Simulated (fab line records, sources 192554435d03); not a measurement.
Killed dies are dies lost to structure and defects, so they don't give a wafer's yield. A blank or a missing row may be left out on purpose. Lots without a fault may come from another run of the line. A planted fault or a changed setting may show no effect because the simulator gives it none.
Split-lot experiment | flow n5_finfet | 7 lots, 39 wafers read, on a route of 1938 steps

THE SPLIT
At N5_SD_EPI_N_ETCH_16 (etches SiO2 in CHF3/O2, target depth 5 nm), the setting target_depth_a was moved away from the recipe's 50 angstrom on 9 of the 39 wafers read, by -32.2% to +58.6%. The other wafers ran this setting at the recipe's value.

The reading is taken at the split's own step.

THE READING
SiARC_of_SD_EPI_N_COAT_33.thk_nm (the simulator's own value, which no gauge read), in nm, at N5_SD_EPI_N_ETCH_16 (etches SiO2 in CHF3/O2, target depth 5 nm). The file gives no usual value for it. The 30 wafers here that ran the recipe average 12.7 nm, standard deviation 0.25 nm.

wafer  | tool, chamber at the split | target_depth_a as run, angstrom | against the recipe | SiARC_of_SD_EPI_N_COAT_33.thk_nm, nm | against lot-mates on the recipe
L074.1 | rie_diel-02, 0             | 50                              | recipe             | 12.8                                 | -
L074.2 | rie_diel-02, 3             | 50                              | recipe             | 12.4                                 | -
L074.3 | rie_diel-02, 2             | 50                              | recipe             | 12.8                                 | -
L074.4 | rie_diel-02, 1,0           | 50                              | recipe             | 12.6                                 | -
L074.5 | rie_diel-02, 1,0           | 50                              | recipe             | 12.6                                 | -
L074.6 | rie_diel-02, 1             | 50                              | recipe             | 12.6                                 | -
L081.1 | rie_diel-05, 1             | 50                              | recipe             | 13                                   | -
L081.2 | rie_diel-05, 3             | 50                              | recipe             | 12.4                                 | -
L081.3 | rie_diel-05, 2             | 50                              | recipe             | 12.4                                 | -
L081.4 | rie_diel-05, 0             | 50                              | recipe             | 12.4                                 | -
L081.5 | rie_diel-05, 1             | 50                              | recipe             | 13                                   | -
L081.6 | rie_diel-05, 2             | 50                              | recipe             | 12.4                                 | -
L085.3 | rie_diel-02, 2             | 50                              | recipe             | 12.8                                 | -
L085.4 | rie_diel-02, 3             | 50                              | recipe             | 12.6                                 | -
L085.6 | rie_diel-02, 2             | 50                              | recipe             | 13                                   | -
L086.1 | rie_diel-02, 2             | 79.28                           | +58.6%             | 11                                   | -1.9
L086.2 | rie_diel-02, 1             | 50                              | recipe             | 12.8                                 | -
L086.3 | rie_diel-02, 0             | 79.28                           | +58.6%             | 10.8                                 | -2.1
L086.4 | rie_diel-02, 3             | 79.28                           | +58.6%             | 10.6                                 | -2.3
L086.5 | rie_diel-02, 0             | 50                              | recipe             | 12.8                                 | -
L086.6 | rie_diel-02, 1             | 50                              | recipe             | 13                                   | -
L087.1 | rie_diel-05, 0             | 33.9                            | -32.2%             | 13.2                                 | +0.5
L087.2 | rie_diel-05, 2             | 33.9                            | -32.2%             | 13.4                                 | +0.7
L087.3 | rie_diel-05, 1             | 50                              | recipe             | 12.8                                 | -
L087.4 | rie_diel-05, 3             | 50                              | recipe             | 12.2                                 | -
L087.5 | rie_diel-05, 1             | 50                              | recipe             | 13                                   | -
L087.6 | rie_diel-05, 0             | 33.9                            | -32.2%             | 13.4                                 | +0.7
L088.1 | rie_diel-05, 0             | 78.54                           | +57.1%             | 10.4                                 | -2.3
L088.2 | rie_diel-05, 1             | 50                              | recipe             | 12.8                                 | -
L088.3 | rie_diel-05, 2             | 78.54                           | +57.1%             | 10.4                                 | -2.3
L088.4 | rie_diel-05, 0             | 50                              | recipe             | 12.4                                 | -
L088.5 | rie_diel-05, 2             | 78.54                           | +57.1%             | 10.2                                 | -2.5
L088.6 | rie_diel-05, 1             | 50                              | recipe             | 12.8                                 | -
L091.1 | rie_diel-01, 0             | 50                              | recipe             | 12.4                                 | -
L091.2 | rie_diel-01, 1             | 50                              | recipe             | 12.2                                 | -
L091.3 | rie_diel-01, 3             | 50                              | recipe             | 13                                   | -
L091.4 | rie_diel-01, 2             | 50                              | recipe             | 12.8                                 | -
L091.5 | rie_diel-01, 3             | 50                              | recipe             | 12.8                                 | -
L091.6 | rie_diel-01, 0             | 50                              | recipe             | 12.4                                 | -
Where a row lists several chambers, the file gives one row for several wafers and doesn't say which wafer went through which chamber.

THE FIT
A straight line over all 39 wafers: SiARC_of_SD_EPI_N_COAT_33.thk_nm changes by -0.0336 nm for each +1% of target_depth_a; r = -0.94; the points scatter about the line by 0.28 nm.
The same after taking each lot's own level away (the mean of its wafers on the recipe; 39 wafers): -0.035 nm for each +1%; r = -0.95; scatter 0.26 nm.
On that fit, the largest move of target_depth_a shifts the reading by 2.1 nm.
The lots' own levels span 12.60 to 12.87 nm, that is 1.1 times the standard deviation above.
So the lot-to-lot level changes the slope little: the two slopes agree.
Check: with one of the wafers moved furthest among these (+58.6%) left out of the fit, the line predicts -2.16 nm for it against its lot-mates. It came out at -1.87 nm against them.

OTHER SPLITS ON THESE WAFERS
These wafers also went through other splits before the reading. Each is held against what the fit with the lots' levels taken away leaves over:
other split on the same wafers                    | wafers away from the commonest value | r with SiARC_of_SD_EPI_N_COAT_33.thk_nm (lot level and that fit taken away)
N5_PMOS_HMC_CHANNEL_EPI_DEVELOP_08 develop_time_s | 18                                   | -0.30

THE WHOLE CHAIN: every reading that the file lists as answering this split, in the file's order
step                | what it does                              | reading                                                                           | change (the file's fit)                | r (the file's)
N5_SD_EPI_N_ETCH_16 | etches SiO2 in CHF3/O2, target depth 5 nm | etch.depth_nm (the simulator's own value, which no gauge read)                    | +0.0496 nm for each +1% of the setting | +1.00
N5_SD_EPI_N_ETCH_16 | etches SiO2 in CHF3/O2, target depth 5 nm | SiARC_of_SD_EPI_N_COAT_33.thk_nm (the simulator's own value, which no gauge read) | -0.0357 nm for each +1% of the setting | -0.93

THE FILE'S OWN FIT
SiARC_of_SD_EPI_N_COAT_33.thk_nm changes by -0.0357 nm for each +1% of target_depth_a, r = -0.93.
